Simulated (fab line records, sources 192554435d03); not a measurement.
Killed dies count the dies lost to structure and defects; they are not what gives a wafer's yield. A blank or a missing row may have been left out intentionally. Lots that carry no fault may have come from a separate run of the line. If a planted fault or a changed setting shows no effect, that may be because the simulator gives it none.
fab line records + flow n5_finfet + part 2 of 2: steps 7 to 7 of 7
record:
- lots: 7
- wafers: 21
- last_day: 17
route steps=1938 shown FIN_CUT@173 STI_FIN_REVEAL@199 BEOL_M4@1111 PASSIVATION@1936
lots with no fault: from the same line, run without faults
start_h: the number of hours between the record's first day and the start of the first shown wafer of the lot + wait_h: how many hours have passed since the lot's step before this one + " as in the row above + L1.1+2: a row that stands for several wafers + - no value, or no start given + * or withheld: withheld + < > ~ a bound
route shown NAME@n: NAME is a module with steps in the file, n the number in the route of the first one + usual: the fault-free wafers' mean and standard deviation + same: alike in all rows + chamber/n: place in a boat + sites: readings site by site + _std_site: how widely they spread, as a standard deviation + _edge_site: inner sites' mean taken away from outer sites' mean + radius_mm: how far each site lies from the wafer's centre + mask NAME#n: copy n + behind: the tool/chamber that last shaped the wafer + hold: the reason the lot was held/the length of the hold in hours/how it ended + device: the transistor (n, p or np) that didn't switch + end of line: tests of these same wafers at the route's end + a step with no rows: only its recipe + killed: at the first sort, the dies lost to defects and structure; wafer yield is something else + map: a wafer's dies, x killed, . not, _ none there
set.NAME: setting as actually run; set.NAME@STEP: the setting as run at that earlier step + model.NAME: the simulator's own value behind a step, which no gauge read
the route's steps for a sample of lots (tables are steps, rows are wafers)
services: from which hour (start_h, from the record's first day; less than 0 if before it) a tool's chamber was out of use, for how many hours, and why
== steps ==
step: N5_PASSIVATION_PROBE_49
usual:
- defect_limited_yield: 91.1/1.5
- killed_at_M0_to_M3: 35/9.5
- killed_at_M4_up: 13/5.2
- killed_at_contacts: 12/6.1
- killed_at_front_end: 41/14
- killed_at_other: 3.8/2.9
- killed_dies: 105/17
- killed_open: 70/13
- killed_short: 33/8.4
- sort_bin_4_leakage: 0/0
- sort_bin_5_function: 5.1/0.97
- sort_bin_6_memory: 3.4/0.69
- sort_n_pass: 1075/17
- sort_yield_pct: 91.1/1.5
same:
- gross_dies: 1180
- killed_at_back_side: 0
- sort_bin_8_speed[%]: 0
| lot.wafer | tool      | chamber | start_h | wait_h | defect_limited_yield[%] | killed_at_M0_to_M3 | killed_at_M4_up | killed_at_contacts | killed_at_front_end | killed_at_other | killed_dies | killed_open | killed_short | sort_bin_4_leakage[%] | sort_bin_5_function[%] | sort_bin_6_memory[%] | sort_n_pass | sort_yield_pct[%] |
|-----------|-----------|---------|---------|--------|-------------------------|--------------------|-----------------|--------------------|---------------------|-----------------|-------------|-------------|--------------|-----------------------|------------------------|----------------------|-------------|-------------------|
| L829.1    | prober-01 | -       | 292.76  | 0.0    | 90.1                    | 65                 | 16              | 7                  | 24                  | 5               | 117         | 73          | 44           | 0                     | 6.4                    | 3.1                  | 1063        | 90.1              |
| L829.2    | prober-01 | -       | 292.81  | 0.1    | 91.0                    | 57                 | 15              | 6                  | 24                  | 4               | 106         | 68          | 38           | 0                     | 5.3                    | 3.1                  | 1074        | 91.0              |
| L829.5    | prober-01 | -       | 292.96  | 0.2    | 90.7                    | 47                 | 9               | 8                  | 39                  | 7               | 110         | 82          | 28           | 0                     | 4.6                    | 4.6                  | 1070        | 90.7              |
| L834.1    | prober-01 | -       | 333.51  | 0.0    | 90.4                    | 50                 | 11              | 10                 | 42                  | 0               | 113         | 82          | 31           | 0                     | 5.8                    | 3.6                  | 1067        | 90.4              |
| L834.2    | prober-01 | -       | 333.56  | 0.1    | 90.8                    | 29                 | 16              | 24                 | 38                  | 1               | 108         | 76          | 32           | 0                     | 5.0                    | 3.9                  | 1072        | 90.8              |
| L834.4    | prober-01 | -       | 333.66  | 0.2    | 91.6                    | 26                 | 13              | 14                 | 45                  | 1               | 99          | 66          | 33           | 0                     | 5.5                    | 2.7                  | 1081        | 91.6              |
| L838.1    | prober-02 | -       | 337.64  | 0.0    | 92.0                    | 31                 | 7               | 10                 | 42                  | 4               | 94          | 60          | 34           | 79.58                 | 4.7                    | 3.0                  | 147         | 12.5              |
| L838.3    | prober-02 | -       | 337.74  | 0.1    | 91.9                    | 56                 | 7               | 7                  | 25                  | 1               | 96          | 64          | 32           | 87.46                 | 4.1                    | 3.3                  | 52          | 4.4               |
| L838.6    | prober-02 | -       | 337.89  | 0.3    | 93.4                    | 35                 | 10              | 7                  | 25                  | 1               | 78          | 56          | 21           | 83.73                 | 4.1                    | 2.2                  | 114         | 9.7               |
| L839.3    | prober-01 | -       | 354.44  | 0.1    | 91.8                    | 38                 | 16              | 11                 | 29                  | 3               | 97          | 59          | 37           | 89.24                 | 4.8                    | 3.1                  | 30          | 2.5               |
| L839.4    | prober-01 | -       | 354.49  | 0.2    | 91.6                    | 32                 | 16              | 21                 | 26                  | 4               | 99          | 70          | 26           | 68.31                 | 5.0                    | 3.3                  | 275         | 23.3              |
| L839.5    | prober-01 | -       | 354.54  | 0.2    | 92.4                    | 27                 | 16              | 10                 | 36                  | 1               | 90          | 59          | 29           | 80.59                 | 4.3                    | 2.8                  | 139         | 11.8              |
| L840.4    | prober-01 | -       | 355.32  | 0.2    | 91.4                    | 36                 | 11              | 15                 | 29                  | 10              | 101         | 63          | 36           | 91.19                 | 5.1                    | 3.1                  | 3           | 0.3               |
| L840.5    | prober-01 | -       | 355.37  | 0.2    | 93.1                    | 30                 | 8               | 6                  | 30                  | 7               | 81          | 50          | 29           | 79.66                 | 3.3                    | 3.1                  | 159         | 13.5              |
| L840.6    | prober-01 | -       | 355.42  | 0.3    | 89.8                    | 31                 | 12              | 20                 | 48                  | 9               | 120         | 80          | 37           | 83.22                 | 5.3                    | 4.7                  | 78          | 6.6               |
| L844.1    | prober-01 | -       | 384.46  | 0.0    | 91.1                    | 43                 | 13              | 6                  | 40                  | 3               | 105         | 61          | 42           | 0                     | 4.9                    | 3.6                  | 1075        | 91.1              |
| L844.2    | prober-01 | -       | 384.51  | 0.1    | 88.7                    | 47                 | 19              | 5                  | 53                  | 9               | 133         | 96          | 37           | 0                     | 7.4                    | 3.6                  | 1047        | 88.7              |
| L844.5    | prober-01 | -       | 384.66  | 0.2    | 92.0                    | 30                 | 9               | 10                 | 42                  | 3               | 94          | 63          | 30           | 0                     | 4.7                    | 3.1                  | 1086        | 92.0              |
| L847.3    | prober-02 | -       | 411.70  | 0.1    | 88.2                    | 39                 | 20              | 18                 | 60                  | 2               | 139         | 91          | 41           | 0                     | 6.8                    | 4.2                  | 1041        | 88.2              |
| L847.5    | prober-02 | -       | 411.80  | 0.2    | 92.5                    | 26                 | 11              | 11                 | 38                  | 3               | 89          | 56          | 27           | 0                     | 4.1                    | 3.1                  | 1091        | 92.5              |
| L847.6    | prober-02 | -       | 411.85  | 0.3    | 88.4                    | 30                 | 22              | 25                 | 59                  | 1               | 137         | 94          | 38           | 0                     | 6.6                    | 4.7                  | 1043        | 88.4              |
killed by level:class
L829.1 BEOL_M0_SAQP:geometric_particle:open=18 BEOL_M0_SAQP:geometric_particle:short=16 BEOL_M2:geometric_particle:open=9 FIN_SAQP:geometric_particle:open=8 BEOL_M1:geometric_particle:open=7 BEOL_M4:geometric_particle:open=7 MOL_CONTACT_COAG:geometric_particle:open=4 BEOL_M3:geometric_particle:open=4
L829.2 BEOL_M0_SAQP:geometric_particle:short=14 BEOL_M0_SAQP:geometric_particle:open=11 BEOL_M2:geometric_particle:open=8 BEOL_M4:geometric_particle:open=8 BEOL_M3:geometric_particle:open=7 FIN_SAQP:geometric_particle:short=6 MOL_CONTACT_COAG:geometric_particle:open=6 STI_FIN_REVEAL:geometric_particle:open=5
L829.5 BEOL_M0_SAQP:geometric_particle:open=13 BEOL_M3:geometric_particle:open=10 FIN_SAQP:geometric_particle:open=9 MOL_CONTACT_COAG:geometric_particle:open=8 BEOL_M1:geometric_particle:open=8 BEOL_M0_SAQP:geometric_particle:short=7 DUMMY_GATE:geometric_particle:open=6 FIN_SAQP:geometric_particle:short=5
L834.1 BEOL_M1:geometric_particle:open=18 STI_FIN_REVEAL:geometric_particle:open=13 BEOL_M2:geometric_particle:open=13 FIN_SAQP:geometric_particle:open=9 MOL_CONTACT_COAG:geometric_particle:open=8 BEOL_M0_SAQP:geometric_particle:open=5 FIN_SAQP:geometric_particle:short=4 BEOL_M1:geometric_particle:short=4
L834.2 MOL_CONTACT_COAG:geometric_particle:open=18 GATE_CUT:geometric_particle:short=9 BEOL_M2:geometric_particle:open=9 BEOL_M5:geometric_particle:open=8 FIN_SAQP:geometric_particle:short=6 MOL_CONTACT_COAG:geometric_particle:short=6 STI_FIN_REVEAL:geometric_particle:open=5 BEOL_M1:geometric_particle:open=5
L834.4 STI_FIN_REVEAL:geometric_particle:open=12 MOL_CONTACT_COAG:geometric_particle:open=12 FIN_SAQP:geometric_particle:open=8 FIN_SAQP:geometric_particle:short=5 BEOL_M2:geometric_particle:open=5 BEOL_M4:geometric_particle:open=5 BEOL_M1:geometric_particle:open=4 GATE_CUT:geometric_particle:short=4
L838.1 FIN_SAQP:geometric_particle:short=12 FIN_SAQP:geometric_particle:open=10 BEOL_M3:geometric_particle:open=9 BEOL_M1:geometric_particle:open=6 MOL_CONTACT_COAG:geometric_particle:open=5 MOL_CONTACT_COAG:geometric_particle:short=5 BEOL_M2:geometric_particle:open=5 DUMMY_GATE:geometric_particle:open=4
L838.3 BEOL_M0_SAQP:geometric_particle:open=13 BEOL_M2:geometric_particle:open=13 BEOL_M0_SAQP:geometric_particle:short=10 MOL_CONTACT_COAG:geometric_particle:open=7 FIN_SAQP:geometric_particle:short=5 BEOL_M0:geometric_particle:open=5 BEOL_M1:geometric_particle:open=4 STI_FIN_REVEAL:geometric_particle:short=4
L838.6 BEOL_M2:geometric_particle:open=14 BEOL_M0_SAQP:geometric_particle:open=7 MOL_CONTACT_COAG:geometric_particle:open=7 STI_FIN_REVEAL:geometric_particle:open=5 DUMMY_GATE:geometric_particle:open=5 FIN_SAQP:geometric_particle:short=4 BEOL_M0:geometric_particle:short=4 FIN_SAQP:geometric_particle:open=3
L839.3 BEOL_M0_SAQP:geometric_particle:short=12 BEOL_M4:geometric_particle:open=8 MOL_CONTACT_COAG:geometric_particle:open=7 BEOL_M0_SAQP:geometric_particle:open=6 BEOL_M2:geometric_particle:open=6 BEOL_M3:geometric_particle:open=6 STARTING-WAFER:geometric_particle:short=5 FIN_SAQP:geometric_particle:short=4
L839.4 MOL_CONTACT_COAG:geometric_particle:open=17 BEOL_M0_SAQP:geometric_particle:open=10 BEOL_M0_SAQP:geometric_particle:short=9 STI_FIN_REVEAL:geometric_particle:open=6 FIN_SAQP:geometric_particle:short=5 FIN_SAQP:geometric_particle:open=5 BEOL_M3:geometric_particle:open=5 BEOL_M5:geometric_particle:open=5
L839.5 FIN_SAQP:geometric_particle:open=8 MOL_CONTACT_COAG:geometric_particle:open=8 FIN_SAQP:geometric_particle:short=7 BEOL_M0_SAQP:geometric_particle:open=7 GATE_CUT:geometric_particle:open=5 BEOL_M0_SAQP:geometric_particle:short=5 BEOL_M0:geometric_particle:open=5 BEOL_M4:geometric_particle:short=5
L840.4 MOL_CONTACT_COAG:geometric_particle:open=14 STI_FIN_REVEAL:geometric_particle:open=13 BEOL_M0_SAQP:geometric_particle:short=8 BEOL_M0_SAQP:geometric_particle:open=6 BEOL_M2:geometric_particle:short=6 BEOL_M1:geometric_particle:open=5 BEOL_M7:geometric_particle:open=5 BEOL_M3:geometric_particle:open=4
L840.5 STI_FIN_REVEAL:geometric_particle:open=11 BEOL_M1:geometric_particle:open=9 BEOL_M0_SAQP:geometric_particle:short=7 STI_FIN_REVEAL:geometric_particle:short=5 GATE_CUT:geometric_particle:short=5 MOL_CONTACT_COAG:geometric_particle:open=5 GATE_CUT:geometric_particle:open=4 PASS1_CAP:geometric_particle:open=4
L840.6 STI_FIN_REVEAL:geometric_particle:open=13 MOL_CONTACT_COAG:geometric_particle:open=12 BEOL_M1:geometric_particle:open=10 DUMMY_GATE:geometric_particle:open=9 MOL_CONTACT_COAG:geometric_particle:short=8 BEOL_M0_SAQP:geometric_particle:open=6 BEOL_M4:geometric_particle:open=6 STI_FIN_REVEAL:geometric_particle:short=5
L844.1 BEOL_M2:geometric_particle:open=10 FIN_SAQP:geometric_particle:open=8 STI_FIN_REVEAL:geometric_particle:open=8 BEOL_M0_SAQP:geometric_particle:short=8 FIN_SAQP:geometric_particle:short=7 BEOL_M0_SAQP:geometric_particle:open=6 BEOL_M1:geometric_particle:open=6 BEOL_M1:geometric_particle:short=5
L844.2 BEOL_M2:geometric_particle:open=20 FIN_SAQP:geometric_particle:open=15 STI_FIN_REVEAL:geometric_particle:open=12 FIN_SAQP:geometric_particle:short=11 BEOL_M5:geometric_particle:open=8 BEOL_M0_SAQP:geometric_particle:short=7 BEOL_M3:geometric_particle:open=6 BEOL_M4:geometric_particle:open=6
L844.5 FIN_SAQP:geometric_particle:short=12 FIN_SAQP:geometric_particle:open=10 MOL_CONTACT_COAG:geometric_particle:open=8 BEOL_M1:geometric_particle:open=7 STI_FIN_REVEAL:geometric_particle:open=6 BEOL_M0_SAQP:geometric_particle:short=6 BEOL_M0_SAQP:geometric_particle:open=4 BEOL_M3:geometric_particle:open=4
L847.3 MOL_CONTACT_COAG:geometric_particle:open=14 FIN_SAQP:geometric_particle:open=12 STI_FIN_REVEAL:geometric_particle:open=12 FIN_SAQP:geometric_particle:short=9 BEOL_M2:geometric_particle:open=8 BEOL_M4:geometric_particle:open=7 BEOL_M1:geometric_particle:open=7 BEOL_M3:geometric_particle:open=7
L847.5 MOL_CONTACT_COAG:geometric_particle:open=8 BEOL_M3:geometric_particle:open=8 STI_FIN_REVEAL:geometric_particle:open=6 FIN_SAQP:geometric_particle:open=5 GATE_CUT:geometric_particle:short=5 FIN_SAQP:geometric_particle:short=4 BEOL_M0_SAQP:geometric_particle:open=4 BEOL_M6:geometric_particle:open=4
L847.6 MOL_CONTACT_COAG:geometric_particle:open=23 FIN_SAQP:geometric_particle:open=16 FIN_SAQP:geometric_particle:short=13 BEOL_M0_SAQP:geometric_particle:open=10 BEOL_M0_SAQP:geometric_particle:short=7 BEOL_M4:geometric_particle:open=6 BEOL_M5:geometric_particle:open=6 STARTING-WAFER:geometric_particle:open=5
== services ==
| tool        | chamber | start_h | hours | kind                          |
|-------------|---------|---------|-------|-------------------------------|
| rie_diel-01 | 2       | 16.30   | -     | clean                         |
| rie_diel-01 | 2       | 16.30   | -     | consumable_replace:focus_ring |
| rie_diel-01 | 2       | 16.30   | 20.9  | scheduled_down                |
| rie_diel-01 | 2       | 16.30   | 20.9  | vent_cycle                    |
| rie_diel-02 | -       | 35.76   | 2.0   | repair                        |
| rie_si-01   | 0       | 47.97   | 5.0   | repair                        |
| rie_si-02   | -       | 49.66   | 2.8   | pm                            |
| rie_diel-04 | 0       | 49.89   | 8.4   | repair                        |
| rie_diel-02 | 1       | 50.78   | 2.9   | repair                        |
| rie_si-02   | 0       | 63.09   | -     | clean                         |
| rie_si-02   | 0       | 63.09   | 15.3  | scheduled_down                |
| rie_si-02   | 0       | 63.09   | 15.3  | vent_cycle                    |
| rie_diel-01 | 1       | 93.05   | 9.4   | repair                        |
| rie_diel-02 | -       | 94.98   | 2.8   | pm                            |
| rie_si-05   | -       | 97.53   | 2.8   | pm                            |
| rie_diel-02 | 3       | 98.87   | 7.9   | repair                        |
| rie_si-05   | 1       | 101.46  | 4.7   | repair                        |
| rie_si-02   | 3       | 105.71  | -     | clean                         |
| rie_si-02   | 3       | 105.71  | 30.4  | scheduled_down                |
| rie_si-02   | 3       | 105.71  | 30.4  | vent_cycle                    |
| rie_diel-02 | 1       | 122.31  | -     | clean                         |
| rie_diel-02 | 1       | 122.31  | -     | consumable_replace:focus_ring |
| rie_diel-04 | -       | 128.58  | 28.1  | pm                            |
| rie_si-03   | -       | 153.58  | 0.2   | repair                        |
== key ==
first_sign:
- step: N5_STI_FIN_REVEAL_ETCH_34
- reading: tool_record
- direction: missing
effect:
- step: N5_STI_FIN_REVEAL_CD_MEAS_22
- reading: cd_nm
- direction: up
- sigmas: 7.8
- usual: 6.25
- struck: 7.90
effect:
- step: N5_BEOL_M4_RC_MEAS_101
- reading: IOFF_N_LIN
- direction: up
- sigmas: 25
- usual: 0.072
- struck: 0.291
effect:
- step: N5_BEOL_M4_RC_MEAS_101
- reading: IOFF_N
- direction: up
- sigmas: 20
- usual: 0.153
- struck: 0.611
effect:
- step: N5_BEOL_M4_RC_MEAS_101
- reading: IOFF_P_LIN
- direction: up
- sigmas: 20
- usual: 0.099
- struck: 0.318
effect:
- step: N5_BEOL_M4_RC_MEAS_101
- reading: IOFF_N_85C
- direction: up
- sigmas: 17
- usual: 3.0
- struck: 9.7
effect:
- step: N5_BEOL_M4_RC_MEAS_101
- reading: IOFF_P
- direction: up
- sigmas: 16
- usual: 0.208
- struck: 0.642
effect:
- step: N5_BEOL_M4_RC_MEAS_101
- reading: IOFF_N_LONG
- direction: up
- sigmas: 16
- usual: 5.44e-05
- struck: 9.17e-05
effect:
- step: N5_BEOL_M4_RC_MEAS_101
- reading: IOFF_P_85C
- direction: up
- sigmas: 14
- usual: 3.6
- struck: 9.3
effect:
- step: N5_BEOL_M4_RC_MEAS_101
- reading: VT_N_LONG
- direction: down
- sigmas: 10
- usual: 275.5
- struck: 257.1
effect:
- step: N5_BEOL_M4_RC_MEAS_101
- reading: DIBL_P
- direction: up
- sigmas: 8.5
- usual: 36.3
- struck: 49.2
effect:
- step: N5_BEOL_M4_RC_MEAS_101
- reading: VT_N
- direction: down
- sigmas: 8.4
- usual: 250.4
- struck: 227.6
effect:
- step: N5_BEOL_M4_RC_MEAS_101
- reading: ION_N
- direction: up
- sigmas: 8.1
- usual: 672
- struck: 750
effect:
- step: N5_BEOL_M4_RC_MEAS_101
- reading: DIBL_N
- direction: up
- sigmas: 7.9
- usual: 35.9
- struck: 46.3
effect:
- step: N5_PASSIVATION_PROBE_49
- reading: sort_bin_4_leakage
- direction: up
- sigmas: 99+
- usual: 0
- struck: 82.55
met_at N5_STI_FIN_REVEAL_ETCH_34
struck_lots L838,L839,L840
not_acting_at N5_FIN_CUT_CUT_ETCH_26,N5_FIN_CUT_CUT_ETCH_28,N5_STI_FIN_REVEAL_FIN_H_MEAS_10
onset_between 73.72 96.55
fault:
- kind: skipped_step_whole
- tool: rie_si-01,rie_si-03
- chamber: -
- onset_h: 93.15
- steps: N5_STI_FIN_REVEAL_ETCH_34
- scope: struck_lots_only
